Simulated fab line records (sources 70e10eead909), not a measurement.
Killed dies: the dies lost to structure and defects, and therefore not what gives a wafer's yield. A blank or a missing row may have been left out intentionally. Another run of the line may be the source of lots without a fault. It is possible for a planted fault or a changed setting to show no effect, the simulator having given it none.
Comparing a struck lot with a sound one | flow nandHarc | 13 out of 1302 route steps
Sound: these wafers, L119.2, L119.3, L119.5. Struck: wafers L134.1, L134.6. (L134.5 of the same lot was not struck and is left out.) The cause comes at the end.
Each step with rows lists, per side, the tool, then ch with its chambers, then its first start. Under that, the readings that differ: sound wafers | struck wafers | difference of the means | sigmas: that difference in standard deviations of wafers without a fault.
alike: readings with means less than 2 such deviations apart, plus words and numbers identical on both sides. not compared: withheld readings, readings lacking a value on some wafer, bounds such as >300 that could conceal the same value, and numbers that have no deviation in the record and whose values overlap.
The two part at a step that has a row with sigmas, a row that says differs or no value, or rows on one side only. Numbers that have no deviation but don't overlap get no sigmas and don't part them. Lack of a reading on every wafer of one side parts them only where that side has two or more wafers.

NHARC_A_STAIRCASE_DEP_417: deposits Si3N4, target thk 60 nm.
  sound on pecvd-03 ch 0,1,2, day 17 16:09; struck on pecvd-02 ch 0,1, day 23 00:37
  alike: heaterPowerW, rfFwdPowerW
then, 3 steps without rows for these wafers: NHARC_A_STAIRCASE_WET_418 (chemistry H3PO4, target depth 20 nm); NHARC_A_STAIRCASE_PRECLEAN_419 (cleans in SC1); NHARC_A_STAIRCASE_SRD_421.
NHARC_A_STAIRCASE_ALD_420: deposits SiO2, target thk 20 nm, pulse time 6 s, ald cycles 200.
  sound on aldHk-03 ch 0,1,3, day 17 19:01; struck on aldHk-03 ch 0, day 23 03:37
  alike: heaterPowerW, precursorPulseHeightRel
then, 1 step without rows for these wafers: NHARC_A_STAIRCASE_CVD_552 (deposits SiNx, target thk 40 nm).
NHARC_A_STAIRCASE_DEP_151: deposits SiO2, target thk 7200 nm.
  sound on pecvd-01 ch 0,1, day 18 07:30; struck on pecvd-03 ch 1, day 23 11:32
  alike: heaterPowerW, rfFwdPowerW
then, 1 step without rows for these wafers: NHARC_A_STAIRCASE_ANNEAL_320 (time 1800 s).
NHARC_A_STAIRCASE_DEP_322: deposits SiO2, target thk 7200 nm.
  sound on pecvd-02 ch 0,1,2, day 18 15:22; struck on pecvd-02 ch 1,2, day 23 20:07
  alike: heaterPowerW, rfFwdPowerW
then, 1 step without rows for these wafers: NHARC_A_STAIRCASE_ANNEAL_323 (time 1800 s).
NHARC_A_STAIRCASE_DEP_325: deposits SiO2, target thk 7200 nm.
  sound on pecvd-02 ch 0,1, day 19 00:06; struck on pecvd-02 ch 0, day 24 05:41
reading         | sound             | struck      | difference | sigmas
rfFwdPowerW (W) | 498.5 500.7 497.8 | 438.5 436.6 | -61.4      | -44
  alike: heaterPowerW
then, 1 step without rows for these wafers: NHARC_A_STAIRCASE_ANNEAL_326 (time 1800 s).
NHARC_END_SORT_01:
  the record has rows for the sound wafers here (prober-02 ch 0, day 24 21:26) and none for the struck ones

== WHERE THEY PART ==
First at NHARC_A_STAIRCASE_DEP_325; last, within this record, at NHARC_END_SORT_01.

WHY: what the simulator had put in
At NHARC_A_STAIRCASE_DEP_325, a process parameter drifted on pecvd-02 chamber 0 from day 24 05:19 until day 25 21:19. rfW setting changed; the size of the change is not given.
